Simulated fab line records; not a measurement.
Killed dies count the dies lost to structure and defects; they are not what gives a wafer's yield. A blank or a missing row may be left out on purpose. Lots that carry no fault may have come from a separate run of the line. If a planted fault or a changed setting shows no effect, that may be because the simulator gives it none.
Comparing a struck lot with a sound one | flow n5Finfet | 21 out of 1938 route steps
Sound: wafers L868.3, L868.5, L868.6. Struck: wafers L859.1, L859.2, L859.6. The cause is named last.
Each step with rows lists, per side, the tool, then ch with its chambers, then its first start. Under that, the readings that differ: sound wafers | struck wafers | difference of the means | sigmas: that difference in standard deviations of wafers without a fault.
alike: a reading whose means differ by less than 2 such deviations, as well as words and numbers matching on both sides. not compared: withheld readings; readings where some wafer has no value; bounds like >300 that might hide an equal value; numbers whose values overlap and for which the record gives no deviation.
The two part at a step that has a row with sigmas, a row that says differs or no value, or rows on one side only. When numbers do not overlap yet have no deviation, they are printed without sigmas and do not part them. Lack of a reading on every wafer of one side parts them only where that side has two or more wafers.

first, 9 steps without rows for these wafers: N5_BEOL_M0_SAQP_EBR_10; N5_BEOL_M0_SAQP_SOFTBAKE_09 (time 60 s); N5_BEOL_M0_SAQP_EXPOSE_11 (exposes mask M0 CORE, target cd 42 nm); N5_BEOL_M0_SAQP_PEB_12 (peb time 60 s); N5_BEOL_M0_SAQP_DEVELOP_13 (develop time 30 s); N5_BEOL_M0_SAQP_DESCUM_19 (chemistry O2, time 7.9 s); N5_BEOL_M0_SAQP_ETCH_83 (etches SiARC in CF4, target depth 39 nm, time 65 s); N5_BEOL_M0_SAQP_ETCH_84 (etches SOC in N2/H2, target depth 100 nm, overetch 20 nm, time 150 s); N5_BEOL_M0_SAQP_STRIP_80 (strips in N2/H2).
N5_BEOL_M0_SAQP_HM_OPEN_112: chemistry CHF3/O2, target SiO2, stops on a-Si, target depth 12 nm, time 13.5 s.
  sound on rieDiel-03 ch 0,3, day 9 23:37; struck on rieDiel-05 ch 1,2,3, day 7 20:29
reading                                        | sound           | struck               | difference | sigmas
overEtchFrac                                   | 1.25 1.25 1.25  | 2.3493 2.3493 2.3493 | +1.0993    | 
model.SOC_of_BEOL_M0_SAQP_COAT_81.thkNm (nm)   | 100.2 100.2 100 | 96.6 95.6 96         | -4.1       | 
model.SiARC_of_BEOL_M0_SAQP_COAT_82.thkNm (nm) | 4.8 4.8 4.6     | 0 0 0                | -5         | 
model.a-Si_of_BEOL_M0_SAQP_PECVD_04.thkNm (nm) | 59.8 60 59.4    | 57.4 57.2 58.6       | -2.0       | 
  alike: drypumpMotorCurrentA, oesProductAu, rfVppV, showerheadPlenumPTorr, throttleValvePct
  not compared: rfHoursCounterH
then, 1 step without rows for these wafers: N5_BEOL_M0_SAQP_STRIP_113 (strips in CHF3/O2).
N5_BEOL_M0_SAQP_MANDREL_ETCH_20: etches a-Si in HBr/Cl2, stops on SiNx, target depth 60 nm, bt time 10 s, time 30 s.
  sound on rieSi-04 ch 0,1,3, day 9 23:41; struck on rieSi-06 ch 0,1,2, day 7 20:34
reading                                      | sound             | struck            | difference | sigmas
model.SOC_of_BEOL_M0_SAQP_COAT_81.thkNm (nm) | 76.2 76.2 76.4    | 72.4 71.8 72.8    | -3.9       | 
model.etch.depthNm (nm)                      | 59.79 59.99 59.49 | 57.38 57.22 58.69 | -1.99      | 
  alike: drypumpMotorCurrentA, oesProductAu, throttleValvePct
  not compared: rfHoursCounterH
then, 5 steps without rows for these wafers: N5_BEOL_M0_SAQP_STRIP_86 (strips in N2/H2); N5_BEOL_M0_SAQP_STRIP_115 (strips in post etch residue remover, time 60 s); N5_BEOL_M0_SAQP_SRD_93 (time 30 s); N5_BEOL_M0_SAQP_RECESS_114 (chemistry HF/NH3, target SiO2, target depth 14.4 nm, afs cycles 3, sublimation time 60 s); N5_BEOL_M0_SAQP_SPACER1_ALD_98 (deposits SiO2, target thk 12.8 nm, pulse time 1 s, purge time 2 s).
N5_BEOL_M0_SAQP_SPACER1_ETCHBACK_99: etches SiO2 in CHF3/O2, target depth 15.4 nm, time 7.7 s.
  sound on rieDiel-03 ch 0,3, day 10 01:44; struck on rieDiel-03 ch 0,1,2, day 7 21:40
reading                                        | sound          | struck       | difference | sigmas
model.a-Si_of_BEOL_M0_SAQP_PECVD_04.thkNm (nm) | 59.2 59.4 58.8 | 56.8 56.6 58 | -2.0       | 
  alike: drypumpMotorCurrentA, oesProductAu, rfVppV, showerheadPlenumPTorr, throttleValvePct
  not compared: rfHoursCounterH
then, 1 step without rows for these wafers: N5_BEOL_M0_SAQP_MANDREL1_REMOVE_100 (chemistry HBr/Cl2/O2, target a-Si, stops on SiNx, bt time 10 s).
-- here the record skips 2 days between the struck wafers' starts before and after, leaving off in module BEOL_M0_SAQP and picking up in module BEOL_M4 (first step shown: number 1111 of the route) --
N5_BEOL_M4_RC_MEAS_101:
  sound on prober-02 ch 0, day 12 11:19; struck on prober-02 ch 0, day 10 02:29
  alike: DIBL_N, DIBL_P, IOFF_N, IOFF_P, ION_N, ION_P, SS_N, SS_P, VT_N, VT_P
next, for these wafers, 1 step has no rows: N5_PASSIVATION_PROBE_49.

## WHERE THEY PART
Nowhere in this record.

WHY: the cause the simulator had injected
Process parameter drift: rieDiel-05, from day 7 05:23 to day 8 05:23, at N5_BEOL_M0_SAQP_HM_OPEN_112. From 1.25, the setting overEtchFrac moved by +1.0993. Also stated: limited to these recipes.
